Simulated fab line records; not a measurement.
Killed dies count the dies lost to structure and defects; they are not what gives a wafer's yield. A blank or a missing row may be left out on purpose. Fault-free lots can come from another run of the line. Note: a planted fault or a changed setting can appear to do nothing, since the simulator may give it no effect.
Which tool is to blame? -- flow nand harc -- 72 wafers from 24 lots sampled at 3 of the route's 1302 steps

## WHAT THE GAUGES SHOWED, per wafer
NHARC_P_CONTACT_INSPECT_14. Usual: raw defect count at 4.2, with a standard deviation of 2.2.
lot,measured,on,raw defect count,flag
L074,day 5 22:25,defect inspect-01,2 4 6,
L076,day 6 17:43,defect inspect-01,4 2 3,
L075,day 6 18:20,defect inspect-02,8 2 2,
L077,day 7 06:32,defect inspect-01,4 4 4,
L078,day 7 11:45,defect inspect-02,3 3 4,
L079,day 8 03:46,defect inspect-01,5 6 1,
L080,day 8 13:27,defect inspect-02,6 9 8,
L081,day 8 19:07,defect inspect-01,2 2 3,
L082,day 9 07:46,defect inspect-02,1 6 5,
L083,day 9 18:35,defect inspect-02,2 4 7,
L084,day 10 09:55,defect inspect-02,1 4 5,
L085,day 10 10:41,defect inspect-01,4 5 3,
L086,day 11 01:25,defect inspect-01,6 5 7,
L087,day 11 07:51,defect inspect-01,3 1 1,
L088,day 12 01:41,defect inspect-02,0 4 4,
L089,day 12 02:31,defect inspect-02,6 7 6,
L090,day 12 19:44,defect inspect-02,5 4 5,
L091,day 12 19:05,defect inspect-02,9 12 11,
L092,day 13 09:13,defect inspect-01,3 4 4,
L093,day 13 16:51,defect inspect-01,7 2 6,
L094,day 14 15:48,defect inspect-01,3 7 7,
L095,day 15 00:29,defect inspect-02,4 3 3,
L096,day 15 05:21,defect inspect-01,5 6 10,
L097,day 15 11:32,defect inspect-02,1 4 3,

## WHICH TOOL RAN EACH LOT (tool, then ch and the chambers of the sampled wafers, then the start)
lot,NHARC_P_GATE_HM_DEP_102,NHARC_P_GATE_ETCH_104
L074,"acl dep-02 ch 0, day 5 00:41","rie diel-05 ch 2,3, day 5 02:18"
L076,"acl dep-01 ch 0, day 5 18:17","rie diel-05 ch 0,1,3, day 5 19:47"
L075,"acl dep-02 ch 0, day 5 18:27","rie diel-06 ch 2,3, day 5 19:57"
L077,"acl dep-01 ch 0, day 6 09:10","rie diel-05 ch 1,2, day 6 10:37"
L078,"acl dep-03 ch 0, day 6 12:07","rie diel-03 ch 0,2,3, day 6 13:31"
L079,"acl dep-02 ch 0, day 7 03:55","rie diel-03 ch 0,1,2, day 7 05:25"
L080,"acl dep-03 ch 0, day 7 16:11","rie diel-06 ch 0,1, day 7 17:42"
L081,"acl dep-02 ch 0, day 7 21:02","rie diel-03 ch 1,3, day 7 22:45"
L082,"acl dep-02 ch 0, day 8 09:52","rie diel-03 ch 0,1, day 8 11:26"
L083,"acl dep-02 ch 0, day 8 18:56","rie diel-03 ch 2,3, day 8 20:19"
L084,"acl dep-03 ch 0, day 9 12:44","rie diel-06 ch 0,2, day 9 14:08"
L085,"acl dep-03 ch 0, day 9 13:10","rie diel-06 ch 0,2,3, day 9 14:52"
L086,"acl dep-03 ch 0, day 10 04:02","rie diel-06 ch 0,1,2, day 10 05:32"
L087,"acl dep-02 ch 0, day 10 10:14","rie diel-03 ch 1,2,3, day 10 11:47"
L088,"acl dep-03 ch 0, day 11 04:43","rie diel-06 ch 0,3, day 11 06:06"
L089,"acl dep-03 ch 0, day 11 05:27","rie diel-06 ch 1,2,3, day 11 06:45"
L090,"acl dep-01 ch 0, day 11 21:56","rie diel-03 ch 0,1, day 11 23:34"
L091,"acl dep-02 ch 0, day 11 21:59","rie diel-06 ch 0,3, day 11 23:22"
L092,"acl dep-02 ch 0, day 12 11:38","rie diel-05 ch 1,2, day 12 13:04"
L093,"acl dep-01 ch 0, day 12 19:15","rie diel-06 ch 1,2,3, day 12 20:52"
L094,"acl dep-01 ch 0, day 13 18:22","rie diel-05 ch 0,1,2, day 13 19:50"
L095,"acl dep-01 ch 0, day 14 02:56","rie diel-05 ch 0,1,2, day 14 04:21"
L096,"acl dep-02 ch 0, day 14 07:48","rie diel-06 ch 0,3, day 14 09:19"
L097,"acl dep-02 ch 0, day 14 14:10","rie diel-05 ch 0,3, day 14 15:26"
- NHARC_P_GATE_HM_DEP_102: deposits aC, target thk 120 nm.
- NHARC_P_GATE_ETCH_104: etches the open film in CF4/CHF3, target depth 60 nm.

## AS READ BY THE TOOLS THEMSELVES (means over the sampled wafers that have a number; for cases with no such wafer, the mark the record gives instead)
NHARC_P_GATE_HM_DEP_102. Usual: throttle valve pct at 35.000 %, with a standard deviation of 0.0095.
lot,tool,throttle valve pct (%),flag
L074,acl dep-02,34.996,
L076,acl dep-01,35.003,
L075,acl dep-02,35.003,
L077,acl dep-01,34.994,
L078,acl dep-03,35.001,
L079,acl dep-02,35.003,
L080,acl dep-03,35.000,
L081,acl dep-02,34.995,
L082,acl dep-02,34.999,
L083,acl dep-02,35.001,
L084,acl dep-03,35.000,
L085,acl dep-03,35.001,
L086,acl dep-03,35.005,
L087,acl dep-02,34.994,
L088,acl dep-03,34.999,
L089,acl dep-03,35.000,
L090,acl dep-01,34.994,
L091,acl dep-02,34.997,
L092,acl dep-02,35.007,
L093,acl dep-01,34.996,
L094,acl dep-01,34.998,
L095,acl dep-01,35.009,
L096,acl dep-02,35.004,
L097,acl dep-02,35.007,

NHARC_P_GATE_ETCH_104. Usual: drypump motor current A 5.7 A, standard deviation 0.4; oes product au 0.948 a.u., standard deviation 0.025; rf vpp V 370.1 V, standard deviation 2.7; showerhead plenum p Torr 1.56 Torr, standard deviation 0.079; throttle valve pct 16.801 %, standard deviation 0.01.
lot,tool,drypump motor current A (A),oes product au (a.u.),rf vpp V (V),showerhead plenum p Torr (Torr),throttle valve pct (%),flag
L074,rie diel-05,5.8,0.916,371.2,1.60,16.793,
L076,rie diel-05,5.5,0.968,370.4,1.58,16.803,
L075,rie diel-06,5.4,0.925,368.6,1.52,16.798,
L077,rie diel-05,5.5,0.981,372.8,1.62,16.812,
L078,rie diel-03,5.7,0.973,368.3,1.50,16.797,
L079,rie diel-03,6.2,0.920,368.3,1.50,16.799,
L080,rie diel-06,5.7,0.983,372.3,1.61,16.803,
L081,rie diel-03,5.7,0.917,369.7,1.53,16.795,
L082,rie diel-03,6.4,0.932,368.4,1.51,16.809,
L083,rie diel-03,5.5,0.927,368.7,1.50,16.809,
L084,rie diel-06,5.4,0.978,367.3,1.48,16.794,
L085,rie diel-06,5.5,0.975,368.4,1.52,16.800,
L086,rie diel-06,5.5,0.970,369.4,1.55,16.802,
L087,rie diel-03,5.8,0.968,368.3,1.51,16.801,
L088,rie diel-06,5.7,0.983,369.5,1.52,16.800,
L089,rie diel-06,5.6,0.930,370.9,1.59,16.807,
L090,rie diel-03,6.4,0.926,368.2,1.51,16.803,
L091,rie diel-06,5.7,0.933,369.8,1.52,16.812,
L092,rie diel-05,5.7,0.985,373.0,1.64,16.802,
L093,rie diel-06,5.7,0.972,369.8,1.59,16.802,
L094,rie diel-05,5.4,0.925,373.2,1.64,16.795,
L095,rie diel-05,5.4,0.923,372.5,1.64,16.795,
L096,rie diel-06,5.8,0.968,370.2,1.57,16.810,
L097,rie diel-05,5.4,0.923,371.6,1.60,16.801,

## THE ANSWER, worked out from the rows above alone
Rule: lot off if the mean of its wafers having a number is beyond 3 standard deviations from the usual mean. A lot without any number at a reading at which 4 lots or more have one is off too. The other lots that the step has rows for count as sound. After the gauges, taken in route order, come the tools' own readings; for these a lot's mean is taken, as printed above. The first step at which some lot is off is used, and at that step the reading that is off furthest; a lot without a number counts as furthest.
None of the lots is off at any reading shown; this tells nothing.

## WHAT WAS PUT IN BY THE SIMULATOR
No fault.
